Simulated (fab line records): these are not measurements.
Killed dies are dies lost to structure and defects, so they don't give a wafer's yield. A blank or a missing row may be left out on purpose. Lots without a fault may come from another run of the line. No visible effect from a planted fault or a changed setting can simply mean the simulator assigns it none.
Matching of chambers | flow n5 finfet | 4 sister chambers for N5_BEOL_M0_STRIP_104 on rie diel-04
The step strips in N2/H2. 4 wafers are shown with their chamber, then 9 later ones without.

## WAFERS PAIRED WITH THEIR CHAMBERS
wafer  | chamber | throttle valve pct (%)
L083.1 | 3       | 23.2
L089.1 | 1       | 23.1
L089.2 | 0       | 23.5
L089.3 | 2       | 24.3

## WAFERS MISSING THEIR CHAMBER
wafer  | throttle valve pct (%)
L089.4 | 23.5
L089.5 | 23.1
L089.6 | 24.3
L095.1 | 23.2
L095.2 | 24.4
L095.4 | 23.5
L097.4 | 23.5
L097.5 | 23.2
L097.6 | 24.3

## EACH ONE'S CHAMBER
wafer  | from the rows above | in truth
L089.4 | 0                   | 0
L089.5 | 1                   | 1
L089.6 | 2                   | 2
L095.1 | 3                   | 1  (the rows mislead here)
L095.2 | 2                   | 2
L095.4 | 0                   | 0
L097.4 | 0                   | 0
L097.5 | 3                   | 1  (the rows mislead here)
L097.6 | 2                   | 2
Correctly placed: 7 of 9. Can't be placed from these rows: 0. Number placed wrongly: 2.
How it was worked out, from the rows above alone: a wafer's distance from a chamber is the root of the sum, over the readings, of the square of ((its reading less the chamber's mean) divided by the reading's scatter). The wafer belongs to the nearest chamber; if the next one is less than 2 further off, it can't be placed. Each chamber's mean is taken over the wafers shown for it. The scatter: root of mean squared gap, hidden wafer to nearest shown wafer, with one shown wafer a chamber.
